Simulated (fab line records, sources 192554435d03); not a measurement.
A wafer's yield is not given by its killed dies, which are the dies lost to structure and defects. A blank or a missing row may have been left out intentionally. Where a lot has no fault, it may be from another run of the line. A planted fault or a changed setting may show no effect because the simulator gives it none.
Split-lot study -- flow n5 finfet -- 21 wafers read from 7 lots, route of 1938 steps

## THE SPLIT
At N5_HKMG_FIN_EXPOSE_46 (exposes mask NDIPOLE), the setting dose mj was moved away from the recipe's 40 on 6 of the 21 wafers read, by -7.1% to +3.0%. All remaining wafers had this setting at the recipe value.

## FROM THE SPLIT TO THE READING: what the file shows between them, 4 steps
- N5_HKMG_FIN_PEB_47: peb time 60 s
- N5_HKMG_FIN_DEVELOP_48: develop time 30 s
- N5_HKMG_FIN_DESCUM_53: chemistry O2, time 7.9 s
- N5_HKMG_FIN_ETCH_54: etches SiARC in CF4, target depth 45.5 nm, time 75.8 s

## THE READING
HKMG_FIN.cd offset nm (the simulator's own value, which no gauge read), in nm, at N5_HKMG_FIN_ETCH_55 (etches SOC in N2/H2, target depth 240 nm, time 300 s). No usual value for it is given in the file. Average -0.4 nm, standard deviation 0.68 nm, over the 15 wafers here run with the recipe.

wafer,"tool, chamber at the split",dose mj as run,against the recipe,"HKMG_FIN.cd offset nm, nm",against lot-mates on the recipe
L078.1,"arfi scanner-01, 0",40,recipe,0.6,-
L078.3,"arfi scanner-01, 0",40,recipe,-1.2,-
L078.5,"arfi scanner-01, 0",37.17,-7.1%,-5.6,-5.3
L079.2,"arfi scanner-01, 0",41.18,+3.0%,0.6,+1.0
L079.5,"arfi scanner-01, 0",40,recipe,-0.4,-
L079.6,"arfi scanner-01, 0",41.18,+3.0%,1.4,+1.8
L081.3,"arfi scanner-02, 0",40,recipe,-0.4,-
L081.4,"arfi scanner-02, 0",40,recipe,0.4,-
L081.6,"arfi scanner-02, 0",40,recipe,-0.6,-
L083.1,"arfi scanner-01, 0",40,recipe,0,-
L083.2,"arfi scanner-01, 0",40,recipe,0.2,-
L083.4,"arfi scanner-01, 0",40,recipe,-0.6,-
L086.2,"arfi scanner-03, 0",40,recipe,0.2,-
L086.4,"arfi scanner-03, 0",40,recipe,-1.4,-
L086.6,"arfi scanner-03, 0",40,recipe,-0.2,-
L089.2,"arfi scanner-03, 0",40,recipe,-0.6,-
L089.4,"arfi scanner-03, 0",40,recipe,-0.4,-
L089.5,"arfi scanner-03, 0",40,recipe,-2,-
L091.1,"arfi scanner-03, 0",38.67,-3.3%,-1.4,no lot-mate on the recipe
L091.2,"arfi scanner-03, 0",38.67,-3.3%,-0.8,no lot-mate on the recipe
L091.4,"arfi scanner-03, 0",38.67,-3.3%,-2,no lot-mate on the recipe

THE FIT
A straight line over all 21 wafers: HKMG_FIN.cd offset nm changes by +0.548 nm for each +1% of dose mj; r = +0.84; the points scatter about the line by 0.79 nm.
The same after taking each lot's own level away (the mean of its wafers on the recipe; 18 wafers): +0.677 nm for each +1%; r = +0.91; scatter 0.64 nm.
Per that fit: largest dose mj move, reading shift of 4.8 nm.
The span of the lots' own levels, -1.00 to -0.13 nm, comes to 1.3 times the standard deviation stated above.
So the slope is not independent of the lot-to-lot level: the two fits are not the same.
Check: -3.36 nm against its lot-mates is what the line predicts for one of the wafers moved furthest among these (-7.1%) when that wafer is left out of the fit. Against them it came out at -5.3 nm.

## THE WHOLE CHAIN: every reading that the file lists as answering this split, in the file's order
step,what it does,reading,change (the file's fit),r (the file's)
N5_HKMG_FIN_ETCH_54,"etches SiARC in CF4, target depth 45.5 nm, time 75.8 s","HKMG_FIN.cd offset nm (the simulator's own value, which no gauge read)",+0.674 nm for each +1% of the setting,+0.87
N5_HKMG_FIN_ETCH_55,"etches SOC in N2/H2, target depth 240 nm, time 300 s","HKMG_FIN.cd offset nm (the simulator's own value, which no gauge read)",+0.708 nm for each +1% of the setting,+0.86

## THE FILE'S OWN FIT
HKMG_FIN.cd offset nm changes by +0.708 nm for each +1% of dose mj, r = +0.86.
